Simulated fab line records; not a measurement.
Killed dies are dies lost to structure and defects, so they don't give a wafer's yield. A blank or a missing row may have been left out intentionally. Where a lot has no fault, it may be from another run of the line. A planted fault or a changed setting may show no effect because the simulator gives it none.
Split-lot study	flow n5Finfet	7 lots, 21 wafers read, on a route of 1938 steps

== THE SPLIT ==
At N5_BEOL_M2_ETCH_69 (etches SiARC in CF4, target depth 15.6 nm, time 26 s), the setting biasW was moved away from the recipe's 36 W on 3 of the 21 wafers read, by -12.9% to +17.3%. The other wafers ran this setting at the recipe's value.

The reading comes from the split's own step.

== THE READING ==
rfVppV, in V, at N5_BEOL_M2_ETCH_69 (etches SiARC in CF4, target depth 15.6 nm, time 26 s). On this fab line, fault-free wafers typically give 184.3 V with a standard deviation of 1.3 V.

wafer	tool, chamber at the split	biasW as run, W	against the recipe	rfVppV, V	against lot-mates on the recipe
L076.1	rieDiel-03, 3	42.23	+17.3%	202.9	+18.3
L076.3	rieDiel-03, 2	36	recipe	185.7	-
L076.4	rieDiel-03, 1	36	recipe	183.5	-
L079.2	rieDiel-01, 3	36	recipe	184.2	-
L079.4	rieDiel-01, 1	36	recipe	183.7	-
L079.6	rieDiel-01, 0	39.05	+8.5%	195.6	+11.7
L080.4	rieDiel-05, 1	36	recipe	183.6	-
L080.5	rieDiel-05, 1	36	recipe	184.2	-
L080.6	rieDiel-05, 0	36	recipe	185.3	-
L081.1	rieDiel-03, 3	36	recipe	186.1	-
L081.3	rieDiel-03, 0	36	recipe	181.9	-
L081.6	rieDiel-03, 0	36	recipe	182.4	-
L089.1	rieDiel-01, 3	36	recipe	183.3	-
L089.4	rieDiel-01, 1	36	recipe	184.0	-
L089.5	rieDiel-01, 2	31.37	-12.9%	170.9	-12.8
L093.1	rieDiel-01, 3	36	recipe	185.3	-
L093.2	rieDiel-01, 2	36	recipe	187.0	-
L093.5	rieDiel-01, 1	36	recipe	186.0	-
L094.1	rieDiel-01, 3	36	recipe	186.2	-
L094.2	rieDiel-01, 2	36	recipe	185.9	-
L094.4	rieDiel-01, 2	36	recipe	186.4	-

FIT RESULTS
A straight line over all 21 wafers: rfVppV changes by +1.09 V for each +1% of biasW; r = +0.97; the points scatter about the line by 1.5 V.
The same after taking each lot's own level away (the mean of its wafers on the recipe; 21 wafers): +1.08 V for each +1%; r = +0.98; scatter 1.1 V.
The reading moves by 19 V for the largest change in biasW, on that fit.
The lots' own levels span 183.47 to 186.17 V, that is 2.1 times the standard deviation above.
Consequently the slope shifts little with the lot-to-lot level, the two slopes agreeing.
Check: for one of the wafers moved furthest among these (+17.3%), held out of the fit, the line's prediction against its lot-mates is +19.4 V. Against them it came out at +18.3 V.
Tool readings at the split's step, against how far the setting was moved: rfVppV r = +0.97.

== OTHER SPLITS APPLIED TO THESE WAFERS ==
Before the reading, these wafers also passed through other splits. Each is held against what the fit with the lots' levels taken away leaves over:
other split on the same wafers	wafers away from the commonest value	r with rfVppV (lot level and that fit taken away)
N5_BEOL_M0_SAQP_EXPOSE_37 doseMj	7	+0.22
N5_BEOL_M1_ETCH_64 biasW	4	-0.16
N5_BEOL_M1_VIA_ETCH_34 biasW	7	+0.17
N5_BEOL_M1_TRENCH_ETCH_37 biasW	6	-0.42

== THE FILE'S OWN FIT ==
rfVppV changes by +1.08 V for each +1% of biasW, r = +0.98.
